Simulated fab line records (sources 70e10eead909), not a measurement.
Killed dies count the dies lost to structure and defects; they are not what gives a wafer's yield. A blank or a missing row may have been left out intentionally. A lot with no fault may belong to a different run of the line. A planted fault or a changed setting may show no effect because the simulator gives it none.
Chamber matching | flow nand_harc | NHARC_THIN_TSV_ETCH_44 on rie_diel-13 has 4 sister chambers
The step etches the open film in CF4/O2, target depth 1594.2 nm, time 797.1 s. 8 wafers are shown with their chamber, then 7 later ones without.

== EACH WAFER AND ITS CHAMBER ==
wafer  | chamber | rf_vpp_V (V) | oes_product_au (a.u.)
L501.3 | 0       | 785          | 1.022
L502.2 | 1       | 800          | 0.988
L507.3 | 1       | 801          | 0.992
L513.3 | 3       | 792          | 1.004
L513.4 | 0       | 787          | 1.005
L513.5 | 2       | 801          | 0.979
L517.2 | 3       | 791          | 1.003
L517.3 | 2       | 804          | 0.988

== WAFERS WHOSE CHAMBER IS MISSING ==
wafer  | rf_vpp_V (V) | oes_product_au (a.u.)
L517.5 | 792          | 0.999
L516.1 | 785          | 0.978
L516.3 | 802          | 0.992
L516.4 | 800          | 1.003
L518.3 | 803          | 0.984
L518.5 | 803          | 0.994
L518.6 | 790          | 0.994

== WHICH CHAMBER EACH ONE RAN IN ==
wafer  | from the rows above     | in truth
L517.5 | 3                       | 3
L516.1 | can't be placed: 0 or 3 | 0
L516.3 | can't be placed: 1 or 2 | 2
L516.4 | can't be placed: 1 or 2 | 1
L518.3 | can't be placed: 2 or 1 | 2
L518.5 | can't be placed: 2 or 1 | 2
L518.6 | 3                       | 3
Placed correctly: 2 of 7. Can't be placed from these rows: 5 (the true chamber is among the candidates in 5). Placed wrongly: 0.
How it was worked out, from the rows above alone: a wafer's distance from a chamber is the root of the sum, over the readings, of the square of ((its reading less the chamber's mean) divided by the reading's scatter). The wafer belongs to the nearest chamber; if the next one is less than 2 further off, it can't be placed. The mean given for a chamber averages the wafers shown for that chamber. How the scatter is found: for the shown wafers, subtract from each reading the mean of its chamber, square and add these, divide the total by (wafers less chambers), then take the root.
